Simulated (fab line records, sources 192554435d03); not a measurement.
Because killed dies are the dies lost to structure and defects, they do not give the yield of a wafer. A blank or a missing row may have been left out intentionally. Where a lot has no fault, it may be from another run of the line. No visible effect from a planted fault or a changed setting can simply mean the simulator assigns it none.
fab line records	flow n5Finfet
[record] lots = 14	wafers = 34	lastDay = 17
route steps=1938 shown BEOL_M8@1395 BEOL_M9@1401
lots that met no fault: taken from a fault-free run of the same line
startH: the number of hours between the record's first day and the start of the first shown wafer of the lot	waitH: hours from the lot's prior step to this one	" as in the row above	L1.1+2: one row covering several wafers at once	- no value, or no start given	* or withheld: withheld	< > ~ a bound
route shown NAME@n: names a module that has steps shown in the file, with the first one's number in the route	usual: average and standard deviation across the fault-free wafers	same: alike in all rows	chamber/n: place in a boat	sites: readings site by site	_std_site: their standard deviation	_edge_site: inner sites' mean taken away from outer sites' mean	radiusMm: for every site, how far away it sits from the centre of the wafer	mask NAME#n: copy n	behind: the tool/chamber that last shaped the wafer	hold: the reason the lot was held/the length of the hold in hours/how it ended	device: the transistor (n, p or np) that didn't switch	end of line: the route-end tests of the same wafers	step lacking rows: just its recipe	killed: not the wafer's yield, but the dies lost to structure and defects at the first sort	map: a wafer's dies, marking killed ones x, the rest . and places with no die _
set.NAME: the setting as run; set.NAME@STEP: as run at that earlier step	model.NAME: the simulator's own value behind a step, which no gauge read
steps of the route over a sample of lots; a table a step, a row a wafer
services: the hour from which a tool's chamber was out of use, counted from the record's first day as startH (under 0 if before that day), plus the number of hours and why
[[steps]]
[step N5_BEOL_M8_CMP_52]
[recipe] stopOn = SiCOH_lowk	tOverpolishS = 6.9	downForcePsi = 1	platenRpm = 50	clearingPlatenDownForcePsi = 1.5	clearingPlatenRpm = 50	postCmpClean = cuAlkaline	targetThkNm = 80	clearingPlatenPadVelocityMS = 0.99484	padVelocityMS = 0.99484
[usual] barrierFieldEndpointS = 28.9/1.1	clearingPlatenDownForcePsi = 1.5000/0.0028	clearingPlatenRpm = 49.998/0.027	motorCurrentA = 6.4/0.64	overpolishRunS = 6.900/0.0095	platenRpm = 50.00/0.032	timeToEndpointS = 62/5.5
[same] tOverpolishS = 6.9
lot.wafer	tool	chamber	startH	waitH	barrierFieldEndpointS	clearingPlatenDownForcePsi	clearingPlatenRpm	motorCurrentA	overpolishRunS	platenRpm	timeToEndpointS
L497.4	cmp-02	1	207.75	0.2	30.0	1.5021	50.003	6.6	6.916	50.01	70
L497.5	"	2	"	"	30.4	1.4998	49.965	6.2	6.905	49.96	71
L497.6	"	3	"	"	29.7	1.5027	49.964	4.9	6.895	50.05	67
L500.2	cmp-04	0	221.63	0.3	28.3	1.5004	49.997	5.9	6.883	50.02	63
L500.3	"	1	"	"	29.5	1.4989	49.945	5.2	6.894	50.03	67
L501.1	cmp-02	0	231.75	0.3	29.5	1.4992	49.958	5.2	6.904	49.98	63
L501.2	"	1	"	"	29.7	1.5056	49.981	6.5	6.890	49.95	71
L502.3	cmp-03	0	233.29	0.2	29.3	1.4974	49.992	6.7	6.884	49.95	65
L502.5	"	0	"	"	29.7	1.4993	49.983	6.7	6.889	49.94	66
L503.1	cmp-03	3	237.24	0.3	30.6	1.4985	50.028	7.1	6.899	49.99	65
L503.6	"	3	"	"	29.7	1.5031	50.026	6.8	6.916	50.01	66
L504.1	cmp-04	0	256.56	0.3	28.9	1.5018	50.033	6.1	6.910	50.00	64
L504.3	"	1	"	"	29.8	1.5061	50.005	5.1	6.898	49.95	69
L505.4	cmp-04	0	257.69	0.1	30.5	1.5006	50.080	6.1	6.909	50.00	68
L505.5	"	1	"	"	30.9	1.4982	49.993	5.0	6.909	50.04	68
L506.2	cmp-03	2	258.19	0.4	27.9	1.4964	50.030	6.6	6.886	49.97	57
L506.3	"	3	"	"	29.2	1.4998	50.009	7.0	6.904	49.97	63
L506.6	"	0	"	"	29.6	1.4943	49.994	6.6	6.889	50.04	65
L508.2	cmp-02	1	264.27	0.2	29.7	1.4995	50.019	6.4	6.885	50.02	65
L508.3	"	2	"	"	30.6	1.4954	50.016	5.7	6.892	50.04	72
L508.6	"	2	"	"	29.5	1.4967	50.013	6.0	6.909	50.00	69
L507.2	cmp-04	3	265.38	0.3	27.5	1.5045	50.003	6.7	6.911	50.02	58
L507.5	"	3	"	"	27.5	1.5018	49.984	6.8	6.903	50.02	58
L509.5	cmp-03	0	280.72	0.2	29.2	1.4979	50.011	6.6	6.891	49.98	66
L509.6	"	1	"	"	27.7	1.5013	50.002	6.0	6.918	49.96	57
L513.2	cmp-04	2	299.66	0.3	28.8	1.4994	50.001	6.6	6.892	50.02	63
L513.5	"	3	"	"	28.9	1.4991	49.974	6.6	6.901	50.01	56
L513.6	"	0	"	"	30.9	1.5029	49.925	6.2	6.921	50.03	66
L512.1	cmp-03	0	299.90	0.3	28.9	1.4990	50.006	6.3	6.901	50.07	68
L512.3	"	1	"	"	27.3	1.5011	50.009	6.1	6.885	50.01	57
L512.5	"	2	"	"	28.0	1.5012	50.022	6.4	6.898	50.01	58
L519.2	cmp-03	3	346.01	0.2	28.1	1.5034	50.014	7.0	6.908	49.99	62
L519.4	"	1	"	"	27.2	1.4984	50.025	5.9	6.913	49.98	53
L519.6	"	3	"	"	29.1	1.5002	49.987	6.6	6.905	49.95	65
[step N5_BEOL_M9_ILD_DEP_00]
[recipe] material = SiCOH_lowk	targetThkA = 3085.1	tempC = 300	precursor = DEMS/porogen	pressureTorr = 5	rfW = 500	timeS = 58
[usual] heaterPowerW = 304/43	showerheadPlenumPTorr = 5.735/0.015	throttleValvePct = 14.1/0.47
lot.wafer	tool	chamber	startH	waitH	heaterPowerW	showerheadPlenumPTorr	sinceWetCleanH	throttleValvePct
L497.4	pecvd-04	2	208.16	0.1	326	5.740	-	14.1
L497.5	"	2	"	"	266	5.731	-	14.1
L497.6	"	1	"	"	342	5.759	-	13.9
L500.2	pecvd-04	2	222.04	0.0	305	5.722	170	14.2
L500.3	"	0	"	"	267	5.738	926	14.5
L501.1	pecvd-03	1	232.23	0.0	311	5.715	1842	13.9
L501.2	"	2	"	"	270	5.735	363	13.6
L502.3	pecvd-02	1	233.78	0.0	330	5.734	1481	14.4
L502.5	"	2	"	"	316	5.721	-	13.0
L503.1	pecvd-03	2	237.72	0.0	250	5.740	369	13.9
L503.6	"	2	"	"	263	5.740	-	13.6
L504.1	pecvd-04	1	256.98	0.0	308	5.738	1686	13.8
L504.3	"	0	"	"	261	5.735	961	14.2
L505.4	pecvd-04	1	258.21	0.1	304	5.760	-	13.8
L505.5	"	2	"	"	262	5.714	-	14.4
L506.2	pecvd-04	2	258.60	0.0	283	5.725	207	14.2
L506.3	"	0	"	"	277	5.735	962	14.1
L506.6	"	1	"	"	377	5.756	-	13.5
L508.2	pecvd-04	1	264.76	0.0	328	5.752	1694	14.0
L508.3	"	0	"	"	242	5.722	969	14.2
L508.6	"	1	"	"	336	5.755	-	13.8
L507.2	pecvd-04	1	265.83	0.0	309	5.745	1695	13.9
L507.5	"	1	"	"	328	5.739	-	13.8
L509.5	pecvd-04	0	281.11	0.1	251	5.738	-	14.5
L509.6	"	2	"	"	283	5.726	-	14.4
L513.2	pecvd-03	0	300.04	0.0	263	5.758	1185	15.1
L513.5	"	1	"	"	346	5.714	-	14.0
L513.6	"	2	"	"	236	5.738	-	13.6
L512.1	pecvd-02	1	300.31	0.0	349	5.730	1548	13.7
L512.3	"	2	"	"	271	5.716	69	12.9
L512.5	"	1	"	"	264	5.720	-	13.9
L519.2	pecvd-02	1	346.52	0.0	275	5.728	1594	14.1
L519.4	"	2	"	"	294	5.725	-	13.0
L519.6	"	1	"	"	290	5.720	-	14.0
[step N5_BEOL_M9_PECVD_70]
[recipe] material = SiO2	targetThkA = 200	tempC = 400	precursor = TEOS/O2	pressureTorr = 5.5	rfW = 450	teosFlowSccm = 53.8	gas = O2	flowSccm = 3000	timeS = 22.7
[usual] heaterPowerW = 693/86	showerheadPlenumPTorr = 8.77/0.053	throttleValvePct = 22.8/0.73
lot.wafer	tool	chamber	startH	waitH	heaterPowerW	showerheadPlenumPTorr	sinceWetCleanH	throttleValvePct
L497.4	pecvd-04	1	208.80	0.1	822	8.82	-	22.4
L497.5	"	2	"	"	636	8.74	-	23.0
L497.6	"	1	"	"	831	8.82	-	22.3
L500.2	pecvd-03	2	222.67	0.0	577	8.76	354	21.7
L500.3	"	0	"	"	601	8.84	1108	24.4
L501.1	pecvd-03	1	232.86	0.0	807	8.68	1843	22.6
L501.2	"	0	"	"	544	8.84	1118	24.4
L502.3	pecvd-03	0	234.90	0.0	644	8.83	1120	24.1
L502.5	"	1	"	"	702	8.67	-	22.8
L503.1	pecvd-03	1	238.56	0.0	716	8.70	1849	22.9
L503.6	"	2	"	"	549	8.77	-	21.7
L504.1	pecvd-04	1	257.60	0.0	787	8.83	1686	22.0
L504.3	"	2	"	"	681	8.73	206	22.9
L505.4	pecvd-04	0	258.82	0.1	620	8.73	-	23.0
L505.5	"	2	"	"	695	8.74	-	23.0
L506.2	pecvd-04	2	259.23	0.0	691	8.75	208	22.9
L506.3	"	0	"	"	548	8.74	963	23.6
L506.6	"	0	"	"	562	8.77	-	23.0
L508.2	pecvd-03	1	265.39	0.0	671	8.71	1876	23.0
L508.3	"	0	"	"	573	8.86	1151	24.2
L508.6	"	0	"	"	561	8.84	-	24.3
L507.2	pecvd-04	0	266.46	0.0	648	8.75	970	23.0
L507.5	"	1	"	"	734	8.84	-	22.3
L509.5	pecvd-02	1	281.73	0.1	736	8.73	-	22.6
L509.6	"	2	"	"	637	8.70	-	21.0
L513.2	pecvd-04	1	300.67	0.0	706	8.84	1730	22.2
L513.5	"	1	"	"	697	8.83	-	22.4
L513.6	"	2	"	"	721	8.74	-	23.1
L512.1	pecvd-04	2	301.15	0.0	689	8.74	250	22.8
L512.3	"	0	"	"	629	8.74	1005	23.1
L512.5	"	0	"	"	624	8.75	-	23.3
L519.2	pecvd-04	2	347.19	0.0	759	8.74	296	23.3
L519.4	"	0	"	"	653	8.73	-	23.2
L519.6	"	2	"	"	757	8.74	-	23.4
[step N5_BEOL_M9_ETCH_62]
[recipe] chemistry = N2/H2	target = SOC	targetDepthA = 1100	overetchA = 220	maskMaterial = SiARC	tempC = 40	timeS = 165	ionEnergyEv = 200	pressureMtorr = 30	sourceW = 840	biasW = 150	n2FlowSccm = 200	h2FlowSccm = 200
[usual] biasW = 150.0/0.43	chamberPressureMTorr = 30.004/0.028	drypumpMotorCurrentA = 5.5/0.56	oesProductAu = 0.67/0.067	rfVppV = 524/3.4	showerheadPlenumPTorr = 2.55/0.12	throttleValvePct = 17.82/0.28
lot.wafer	tool	chamber	startH	waitH	biasW	chamberPressureMTorr	drypumpMotorCurrentA	oesProductAu	rfHoursCounterH	rfVppV	showerheadPlenumPTorr	throttleValvePct
L497.4	rieDiel-03	2	211.43	0.1	150.0	30.045	5.3	0.71	-	520	2.47	17.82
L497.5	"	1	"	"	150.3	29.993	5.1	0.74	-	527	2.71	17.62
L497.6	"	3	"	"	150.1	29.968	6.5	0.58	-	520	2.40	17.82
L500.2	rieDiel-06	1	224.59	0.0	150.2	30.033	5.4	0.67	111	527	2.64	17.47
L500.3	"	3	"	"	149.3	30.013	4.8	0.69	106	525	2.55	17.78
L501.1	rieDiel-03	2	234.57	0.0	150.3	30.002	5.3	0.71	65	522	2.47	17.80
L501.2	"	1	"	"	150.3	30.014	5.0	0.72	49	528	2.70	17.63
L502.3	rieDiel-03	1	236.03	0.0	150.0	30.009	5.1	0.73	50	527	2.70	17.64
L502.5	"	1	"	"	149.7	29.933	5.0	0.73	-	526	2.70	17.62
L503.1	rieDiel-03	3	240.09	0.0	149.2	30.013	6.5	0.58	256	520	2.39	17.86
L503.6	"	1	"	"	150.1	29.998	5.0	0.72	-	528	2.70	17.62
L504.1	rieDiel-06	2	259.99	0.0	149.3	29.996	4.7	0.59	249	523	2.50	18.22
L504.3	"	0	"	"	149.7	29.984	6.3	0.60	244	519	2.42	18.40
L505.4	rieDiel-03	0	260.15	0.1	149.8	30.001	5.9	0.59	-	527	2.63	17.74
L505.5	"	2	"	"	150.0	30.046	5.3	0.69	-	522	2.46	17.84
L506.2	rieDiel-06	0	260.30	0.0	150.2	30.019	6.2	0.60	244	520	2.42	18.40
L506.3	"	1	"	"	149.8	30.017	5.4	0.66	122	528	2.64	17.49
L506.6	"	2	"	"	149.3	30.004	4.7	0.59	-	522	2.50	18.22
L508.2	rieDiel-06	0	266.80	0.0	150.6	29.995	6.2	0.59	247	518	2.41	18.41
L508.3	"	3	"	"	149.6	30.015	4.8	0.68	121	524	2.54	17.80
L508.6	"	1	"	"	149.9	30.046	5.4	0.65	-	527	2.63	17.48
L507.2	rieDiel-03	2	267.57	0.0	150.3	30.032	5.3	0.68	80	522	2.46	17.84
L507.5	"	2	"	"	150.9	30.033	5.3	0.69	-	522	2.46	17.86
L509.5	rieDiel-06	0	283.03	0.1	149.9	30.026	6.2	0.59	-	520	2.41	18.43
L509.6	"	1	"	"	150.2	29.994	5.4	0.65	-	527	2.63	17.52
L513.2	rieDiel-03	2	302.18	0.0	-	-	-	-	-	-	-	-
L513.5	"	0	"	"	-	-	-	-	-	-	-	-
L513.6	"	3	"	"	-	-	-	-	-	-	-	-
L512.1	rieDiel-02	0	302.39	0.0	-	-	-	-	-	-	-	-
L512.3	"	1	"	"	-	-	-	-	-	-	-	-
L512.5	"	0	"	"	-	-	-	-	-	-	-	-
L519.2	rieDiel-03	1	348.77	0.0	149.2	30.049	5.0	0.68	90	526	2.69	17.71
L519.4	"	0	"	"	150.3	30.009	6.0	0.57	240	526	2.62	17.79
L519.6	"	3	"	"	151.3	30.053	6.5	0.79	-	528	2.70	17.40
[step N5_BEOL_M9_HM_OPEN_17]
[recipe] chemistry = Cl2/BCl3	targetDepthA = 200	overetchA = 60	target = TiN	maskMaterial = SOC	ionEnergyEv = 150	pressureMtorr = 10	icpW = 1000	biasW = 126	Cl2_flow_sccm = 53.25	bcl3FlowSccm = 21.75	Ar_flow_sccm = 25
[usual] bcl3FlowSccm = 21.76/0.064	drypumpMotorCurrentA = 5.89/0.25	oes_ar_750_au = 0.75/0.068	oesProductAu = 0.66/0.055	throttleValvePct = 22.26/0.23
lot.wafer	tool	chamber	startH	waitH	bcl3FlowSccm	drypumpMotorCurrentA	oes_ar_750_au	oesProductAu	rfHoursCounterH	throttleValvePct
L497.4	rieMetal-01	0	211.58	0.1	21.72	6.33	0.87	0.73	-	22.28
L497.5	"	1	"	"	21.65	6.02	0.74	0.66	-	22.09
L497.6	"	0	"	"	21.60	6.32	0.88	0.73	-	22.28
L500.2	rieMetal-01	1	224.78	0.0	21.75	6.04	0.73	0.65	51	22.10
L500.3	"	1	"	"	21.79	6.02	0.74	0.64	-	22.11
L501.1	rieMetal-03	1	234.76	0.0	21.81	5.58	0.76	0.69	33	22.18
L501.2	"	0	"	"	21.79	5.78	0.75	0.69	27	22.22
L502.3	rieMetal-03	0	236.24	0.1	21.62	5.76	0.76	0.68	-	22.25
L502.5	"	1	"	"	21.77	5.54	0.76	0.68	-	22.20
L503.1	rieMetal-02	1	240.27	0.0	21.81	5.68	0.60	0.52	120	22.97
L503.6	"	0	"	"	21.81	6.05	0.74	0.63	-	22.03
L504.1	rieMetal-03	0	260.18	0.0	21.84	5.78	0.75	0.67	29	22.24
L504.3	"	1	"	"	21.72	5.57	0.76	0.67	-	22.22
L505.4	rieMetal-02	0	260.36	0.1	21.72	6.07	0.74	0.63	-	22.04
L505.5	"	0	"	"	21.77	6.05	0.74	0.63	-	22.01
L506.2	rieMetal-03	0	260.48	0.0	21.88	5.78	0.75	0.67	30	22.26
L506.3	"	0	"	"	21.86	5.78	0.74	0.67	-	22.24
L506.6	"	0	"	"	21.84	5.79	0.74	0.67	-	22.25
L508.2	rieMetal-03	0	266.99	0.0	21.75	5.80	0.74	0.68	30	22.23
L508.3	"	0	"	"	21.75	5.78	0.74	0.67	-	22.23
L508.6	"	1	"	"	21.73	5.58	0.75	0.68	-	22.19
L507.2	rieMetal-01	0	267.76	0.0	21.65	6.31	0.86	0.70	22	22.33
L507.5	"	1	"	"	21.64	6.02	0.72	0.63	-	22.13
L509.5	rieMetal-01	1	283.23	0.1	21.74	6.03	0.73	0.64	-	22.13
L509.6	"	0	"	"	21.68	6.31	0.85	0.71	-	22.30
L513.2	rieMetal-03	0	302.37	0.0	21.92	5.79	0.74	0.29	34	22.91
L513.5	"	0	"	"	21.79	5.79	0.73	0.29	-	22.89
L513.6	"	1	"	"	21.84	5.60	0.74	0.29	-	22.87
L512.1	rieMetal-03	0	302.57	0.0	21.82	5.77	0.73	0.30	34	22.90
L512.3	"	1	"	"	21.76	5.58	0.74	0.29	-	22.88
L512.5	"	1	"	"	21.75	5.56	0.74	0.29	-	22.86
L519.2	rieMetal-02	1	348.96	0.0	21.70	5.65	0.86	0.76	8	22.48
L519.4	"	1	"	"	21.71	5.64	0.86	0.75	-	22.47
L519.6	"	0	"	"	21.81	6.03	0.72	0.60	-	22.07
[step N5_BEOL_M9_CD_MEAS_18]
[recipe] pitchNm = 140	targetCdNm = 70
[usual] cdNm = 70.0/0.69
lot.wafer	tool	chamber	startH	waitH	cdNm
L497.4	cdSem-01	-	211.74	0.1	70.6
L497.5	"	-	"	"	69.5
L497.6	"	-	"	"	69.7
L500.2	cdSem-03	-	224.96	0.1	69.5
L500.3	"	-	"	"	70.0
L501.1	cdSem-02	-	234.94	0.0	69.5
L501.2	"	-	"	"	69.2
L502.3	cdSem-02	-	236.40	0.1	70.2
L502.5	"	-	"	"	70.7
L503.1	cdSem-02	-	240.45	0.0	69.5
L503.6	"	-	"	"	70.0
L504.1	cdSem-03	-	260.36	0.0	70.3
L504.3	"	-	"	"	70.3
L505.4	cdSem-02	-	260.54	0.0	70.9
L505.5	"	-	"	"	71.1
L506.2	cdSem-02	-	260.68	0.1	70.6
L506.3	"	-	"	"	70.5
L506.6	"	-	"	"	70.9
L508.2	cdSem-01	-	267.30	0.1	68.5
L508.3	"	-	"	"	70.5
L508.6	"	-	"	"	70.0
L507.2	cdSem-02	-	267.94	0.1	70.2
L507.5	"	-	"	"	70.2
L509.5	cdSem-02	-	283.35	0.0	69.0
L509.6	"	-	"	"	70.1
L513.2	cdSem-02	-	302.61	0.1	-
L513.5	"	-	"	"	-
L513.6	"	-	"	"	-
L512.1	cdSem-02	-	302.77	0.1	-
L512.3	"	-	"	"	-
L512.5	"	-	"	"	-
L519.2	cdSem-01	-	349.15	0.1	69.7
L519.4	"	-	"	"	71.2
L519.6	"	-	"	"	71.1
[[services]]
tool	chamber	startH	hours	kind
cmp-04	-	184.76	10.6	repair
pecvd-04	0	193.65	15.3	repair
cmp-03	-	195.14	4.0	pm
cmp-02	-	225.38	0.5	repair
cmp-04	-	233.36	2.1	repair
pecvd-03	0	235.17	7.8	repair
pecvd-02	-	236.17	23.9	repair
pecvd-04	1	244.42	4.1	repair
cmp-04	-	271.01	1.6	repair
cmp-04	-	274.17	4.0	pm
rieDiel-03	0	274.83	3.8	repair
rieDiel-06	3	276.39	6.5	repair
rieDiel-02	3	277.39	11.6	repair
cmp-04	-	278.17	4.3	pm
cmp-04	-	285.17	5.1	repair
pecvd-02	1	288.13	5.0	repair
rieMetal-02	0	288.25	18.7	repair
rieDiel-06	3	289.56	18.8	repair
pecvd-03	2	292.78	6.0	repair
rieDiel-02	3	297.64	18.1	repair
cmp-03	-	302.53	1.0	repair
rieDiel-02	1	303.65	4.8	repair
rieDiel-06	1	313.27	20.2	repair
rieDiel-03	2	336.02	2.5	repair
[[key]]
[firstSign] step = N5_BEOL_M9_ETCH_62	reading = toolRecord	direction = missing
[effect] step = N5_BEOL_M9_HM_OPEN_17	reading = oesProductAu	direction = down	sigmas = 6.7	usual = 0.66	struck = 0.29
[effect] step = N5_BEOL_M9_CD_MEAS_18	reading = cdNm	direction = missing
metAt N5_BEOL_M9_ETCH_62
struckLots L512,L513
laterRowsLeftOut L512.1,L512.3,L512.5,L513.2,L513.5,L513.6
sortLeftOut L512.1,L512.3,L512.5,L513.2,L513.5,L513.6
notActingAt N5_BEOL_M8_CMP_52,N5_BEOL_M9_ILD_DEP_00,N5_BEOL_M9_PECVD_70
onsetBetween 267.57 302.18
[fault] kind = skippedStepWhole	tool = rieDiel-02,rieDiel-03	chamber = -	onsetH = 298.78	steps = N5_BEOL_M9_ETCH_62	scope = struckLotsOnly
// sortLeftOut: the simulated sort isn't trusted on such a fault, so these wafers' sort isn't shown, and their yield isn't known
// laterRowsLeftOut: the simulator's readings of these wafers behind a module that went badly wrong aren't trusted and aren't shown, but for the sort
